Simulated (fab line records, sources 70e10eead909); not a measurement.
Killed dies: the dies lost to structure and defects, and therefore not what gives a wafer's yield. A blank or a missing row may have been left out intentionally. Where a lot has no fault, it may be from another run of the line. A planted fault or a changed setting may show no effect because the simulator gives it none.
Chamber matching ; flow nandHarc ; pecvd-03 running NHARC_A_STAIRCASE_DEP_301: 3 sister chambers
The step deposits SiON, target thk 30 nm. 6 wafers are shown with their chamber, then 11 later ones without.

## EACH WAFER AND ITS CHAMBER
wafer;chamber;heaterPowerW (W)
L085.1;0;808
L085.4;1;963
L085.3;2;641
L085.5;2;644
L085.6;0;819
L088.4;1;809

## WAFERS WITHOUT THEIR CHAMBER
wafer;heaterPowerW (W)
L088.5;827
L088.6;635
L096.2;871
L096.4;834
L096.5;705
L096.1;713
L096.3;732
L096.6;765
L095.1;955
L095.3;696
L095.6;724

## THE CHAMBER EACH PASSED THROUGH
wafer;from the rows above;in truth
L088.5;can't be placed: 0 or 1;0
L088.6;2;2
L096.2;can't be placed: 1 or 0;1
L096.4;can't be placed: 0 or 1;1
L096.5;can't be placed: 2 or 0 or 1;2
L096.1;can't be placed: 2 or 0 or 1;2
L096.3;can't be placed: 0 or 2 or 1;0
L096.6;can't be placed: 0 or 1 or 2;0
L095.1;can't be placed: 1 or 0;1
L095.3;can't be placed: 2 or 0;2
L095.6;can't be placed: 2 or 0 or 1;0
Placed correctly: 1 of 11. Can't be placed from these rows: 10 (the true chamber is among the candidates in 10). Wrongly placed: 0.
How it was worked out, from the rows above alone: a wafer's distance from a chamber is the root of the sum, over the readings, of the square of ((its reading less the chamber's mean) divided by the reading's scatter). If the next closest chamber is less than 2 further off than the closest, the wafer can't be placed; otherwise it belongs to the closest. A chamber's mean is the mean of its shown wafers. The scatter: take each reading less its chamber's mean, square it, sum over the shown wafers, divide by the number of wafers less the number of chambers, and take the root.
